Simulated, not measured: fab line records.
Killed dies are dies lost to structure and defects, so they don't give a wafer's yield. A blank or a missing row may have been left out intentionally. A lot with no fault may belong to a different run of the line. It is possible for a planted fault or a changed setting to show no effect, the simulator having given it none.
Matching of chambers || flow n5-finfet || 4 sister chambers for N5_FIN_SAQP_STRIP_70 on rie-diel-03
The step strips in N2/H2. 14 wafers are shown with their chamber, then 7 later ones without.

== WAFERS PAIRED WITH THEIR CHAMBERS ==
{"wafer": "L075.2", "chamber": 0, "drypump-motor-current-A (A)": 5.5, "showerhead-plenum-p-Torr (Torr)": 3.57, "throttle-valve-pct (%)": 18.0}
{"wafer": "L075.4", "chamber": 1, "drypump-motor-current-A (A)": 6.2, "showerhead-plenum-p-Torr (Torr)": 3.45, "throttle-valve-pct (%)": 19.0}
{"wafer": "L075.6", "chamber": 0, "drypump-motor-current-A (A)": 5.5, "showerhead-plenum-p-Torr (Torr)": 3.57, "throttle-valve-pct (%)": 17.9}
{"wafer": "L078.2", "chamber": 0, "drypump-motor-current-A (A)": 5.5, "showerhead-plenum-p-Torr (Torr)": 3.56, "throttle-valve-pct (%)": 18.0}
{"wafer": "L078.5", "chamber": 2, "drypump-motor-current-A (A)": 5.6, "showerhead-plenum-p-Torr (Torr)": 3.43, "throttle-valve-pct (%)": 18.4}
{"wafer": "L078.6", "chamber": 3, "drypump-motor-current-A (A)": 6.0, "showerhead-plenum-p-Torr (Torr)": 3.39, "throttle-valve-pct (%)": 19.2}
{"wafer": "L080.2", "chamber": 0, "drypump-motor-current-A (A)": 5.5, "showerhead-plenum-p-Torr (Torr)": 3.56, "throttle-valve-pct (%)": 18.0}
{"wafer": "L080.5", "chamber": 3, "drypump-motor-current-A (A)": 6.0, "showerhead-plenum-p-Torr (Torr)": 3.38, "throttle-valve-pct (%)": 19.2}
{"wafer": "L080.6", "chamber": 0, "drypump-motor-current-A (A)": 5.5, "showerhead-plenum-p-Torr (Torr)": 3.56, "throttle-valve-pct (%)": 18.0}
{"wafer": "L084.2", "chamber": 1, "drypump-motor-current-A (A)": 6.1, "showerhead-plenum-p-Torr (Torr)": 3.44, "throttle-valve-pct (%)": 18.6}
{"wafer": "L084.4", "chamber": 3, "drypump-motor-current-A (A)": 6.0, "showerhead-plenum-p-Torr (Torr)": 3.38, "throttle-valve-pct (%)": 19.2}
{"wafer": "L084.6", "chamber": 0, "drypump-motor-current-A (A)": 5.5, "showerhead-plenum-p-Torr (Torr)": 3.55, "throttle-valve-pct (%)": 18.0}
{"wafer": "L088.2", "chamber": 1, "drypump-motor-current-A (A)": 6.1, "showerhead-plenum-p-Torr (Torr)": 3.43, "throttle-valve-pct (%)": 18.6}
{"wafer": "L088.4", "chamber": 3, "drypump-motor-current-A (A)": 6.0, "showerhead-plenum-p-Torr (Torr)": 3.37, "throttle-valve-pct (%)": 19.2}

SIGNATURES (averages over the wafers above)
{"reading": "drypump-motor-current-A", "chamber 0": 5.500, "chamber 1": 6.133, "chamber 2": 5.600, "chamber 3": 6.000, "scatter within a chamber": 0.0258}
{"reading": "showerhead-plenum-p-Torr", "chamber 0": 3.5617, "chamber 1": 3.4400, "chamber 2": 3.4300, "chamber 3": 3.3800, "scatter within a chamber": 0.00827}
{"reading": "throttle-valve-pct", "chamber 0": 17.983, "chamber 1": 18.733, "chamber 2": 18.400, "chamber 3": 19.200, "scatter within a chamber": 0.107}
Rule: a wafer lies at a distance from a chamber equal to the root of the sum of squares, over the readings, of (its reading less the chamber's mean, divided by the reading's scatter). If the next closest chamber is less than 2 further off than the closest, the wafer can't be placed; otherwise it belongs to the closest. How the scatter is found: for the shown wafers, subtract from each reading the mean of its chamber, square and add these, divide the total by (wafers less chambers), then take the root.

== WAFERS WITH NO CHAMBER GIVEN ==
{"wafer": "L088.5", "drypump-motor-current-A (A)": 5.5, "showerhead-plenum-p-Torr (Torr)": 3.55, "throttle-valve-pct (%)": 18.0}
{"wafer": "L090.3", "drypump-motor-current-A (A)": 5.5, "showerhead-plenum-p-Torr (Torr)": 3.54, "throttle-valve-pct (%)": 18.0}
{"wafer": "L090.4", "drypump-motor-current-A (A)": 6.0, "showerhead-plenum-p-Torr (Torr)": 3.37, "throttle-valve-pct (%)": 19.3}
{"wafer": "L090.5", "drypump-motor-current-A (A)": 6.2, "showerhead-plenum-p-Torr (Torr)": 3.43, "throttle-valve-pct (%)": 18.6}
{"wafer": "L093.2", "drypump-motor-current-A (A)": 5.5, "showerhead-plenum-p-Torr (Torr)": 3.54, "throttle-valve-pct (%)": 18.0}
{"wafer": "L093.3", "drypump-motor-current-A (A)": 5.6, "showerhead-plenum-p-Torr (Torr)": 3.42, "throttle-valve-pct (%)": 18.1}
{"wafer": "L093.4", "drypump-motor-current-A (A)": 6.1, "showerhead-plenum-p-Torr (Torr)": 3.43, "throttle-valve-pct (%)": 18.6}

== WHICH CHAMBER EACH ONE RAN IN ==
{"wafer": "L088.5", "from the rows above": 0, "in truth": 0}
{"wafer": "L090.3", "from the rows above": 0, "in truth": 0}
{"wafer": "L090.4", "from the rows above": 3, "in truth": 3}
{"wafer": "L090.5", "from the rows above": 1, "in truth": 1}
{"wafer": "L093.2", "from the rows above": 0, "in truth": 0}
{"wafer": "L093.3", "from the rows above": 2, "in truth": 2}
{"wafer": "L093.4", "from the rows above": 1, "in truth": 1}
Placed correctly: 7 of 7. Not placeable from these rows: 0. Wrongly placed: 0.
